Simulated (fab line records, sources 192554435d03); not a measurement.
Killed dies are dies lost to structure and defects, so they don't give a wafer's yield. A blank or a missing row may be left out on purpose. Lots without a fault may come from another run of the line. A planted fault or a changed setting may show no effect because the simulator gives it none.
Split-lot experiment | flow n5_finfet | 7 lots, 21 wafers read, on a route of 1938 steps

THE SPLIT
At N5_BEOL_M0_TRENCH_ETCH_107 (etches SiOC in C4F6/O2, target depth 32.8 nm, time 16.4 s), the setting target_depth_a was moved away from the recipe's 328 angstrom on 8 of the 21 wafers read, by -11.8% to +11.7%. The other wafers ran this setting at the recipe's value.

FROM THE SPLIT TO THE READING: what the file shows between them, 1 step
- N5_BEOL_M0_STRIP_142: strips in N2/H2, time 10 s

THE READING
trench_depth_nm, in nm, at N5_BEOL_M0_OCD_MEAS_108. Fault-free wafers of this fab line usually give 32.5 nm, standard deviation 0.71 nm.

wafer  | tool, chamber at the split | target_depth_a as run, angstrom | against the recipe | trench_depth_nm, nm | against lot-mates on the recipe
L077.1 | rie_diel-05, 3             | 328                             | recipe             | 32.0                | -
L077.5 | rie_diel-05, 3             | 328                             | recipe             | 31.6                | -
L077.6 | rie_diel-05, 2             | 304.6                           | -7.1%              | 29.4                | -2.4
L079.1 | rie_diel-04, 2             | 328                             | recipe             | 32.3                | -
L079.3 | rie_diel-04, 3             | 328                             | recipe             | 33.0                | -
L079.4 | rie_diel-04, 3             | 328                             | recipe             | 32.9                | -
L082.1 | rie_diel-03, 3             | 328                             | recipe             | 33.5                | -
L082.3 | rie_diel-03, 2             | 366.4                           | +11.7%             | 36.1                | +2.6
L082.6 | rie_diel-03, 3             | 366.4                           | +11.7%             | 38.1                | +4.6
L083.1 | rie_diel-03, 1             | 328                             | recipe             | 33.3                | -
L083.4 | rie_diel-03, 2             | 328                             | recipe             | 32.0                | -
L083.5 | rie_diel-03, 0             | 353.1                           | +7.7%              | 35.0                | +2.4
L086.1 | rie_diel-05, 0,1           | 289.3                           | -11.8%             | 28.9                | -3.8
L086.2 | rie_diel-05, 0,1           | 289.3                           | -11.8%             | 28.8                | -3.9
L086.3 | rie_diel-05, 2             | 328                             | recipe             | 32.7                | -
L091.1 | rie_diel-05, 3,1,1         | 328                             | recipe             | 32.3                | -
L091.2 | rie_diel-05, 3,1,1         | 328                             | recipe             | 33.0                | -
L091.5 | rie_diel-05, 3,1,1         | 328                             | recipe             | 32.6                | -
L095.3 | rie_diel-03, 0             | 317.5                           | -3.2%              | 30.8                | -1.5
L095.4 | rie_diel-03, 1             | 317.5                           | -3.2%              | 32.4                | +0.1
L095.5 | rie_diel-03, 2             | 328                             | recipe             | 32.3                | -
Where a row lists several chambers, the file gives one row for several wafers and doesn't say which wafer went through which chamber.

THE FIT
A straight line over all 21 wafers: trench_depth_nm changes by +0.354 nm for each +1% of target_depth_a; r = +0.96; the points scatter about the line by 0.66 nm.
The same after taking each lot's own level away (the mean of its wafers on the recipe; 21 wafers): +0.315 nm for each +1%; r = +0.96; scatter 0.51 nm.
On that fit, the largest move of target_depth_a shifts the reading by 3.7 nm.
The lots' own levels span 31.80 to 33.50 nm, that is 2.4 times the standard deviation above.
So the lot-to-lot level changes the slope: the two fits differ.
Check: with one of the wafers moved furthest among these (-11.8%) left out of the fit, the line predicts -3.69 nm for it against its lot-mates. It came out at -3.8 nm against them.

OTHER SPLITS ON THESE WAFERS
These wafers also went through other splits before the reading. Each is held against what the fit with the lots' levels taken away leaves over:
other split on the same wafers        | wafers away from the commonest value | r with trench_depth_nm (lot level and that fit taken away)
N5_MOL_CONTACT_COAG_ETCH_105 bias_w   | 4                                    | +0.12
N5_MOL_CONTACT_COAG_ALD_27 ald_cycles | 7                                    | +0.14
N5_MOL_CONTACT_COAG_COAT_75 spin_rpm  | 10                                   | +0.23
N5_BEOL_M0_SAQP_COAT_08 spin_rpm      | 8                                    | +0.14
N5_BEOL_M0_SAQP_PEB_12 peb_time_s     | 11                                   | +0.10
N5_BEOL_M0_CUTY_EXPOSE_54 dose_mj     | 6                                    | -0.06
N5_BEOL_M0_ETCH_128 source_w          | 11                                   | +0.20

THE WHOLE CHAIN: every reading that the file lists as answering this split, in the file's order
step                       | what it does                                              | reading                                                                   | change (the file's fit)               | r (the file's)
N5_BEOL_M0_TRENCH_ETCH_107 | etches SiOC in C4F6/O2, target depth 32.8 nm, time 16.4 s | BEOL_M0.feature_depth_nm (the simulator's own value, which no gauge read) | +0.306 nm for each +1% of the setting | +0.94
N5_BEOL_M0_OCD_MEAS_108    |                                                           | trench_depth_nm                                                           | +0.315 nm for each +1% of the setting | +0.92

THE FILE'S OWN FIT
trench_depth_nm changes by +0.315 nm for each +1% of target_depth_a, r = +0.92.
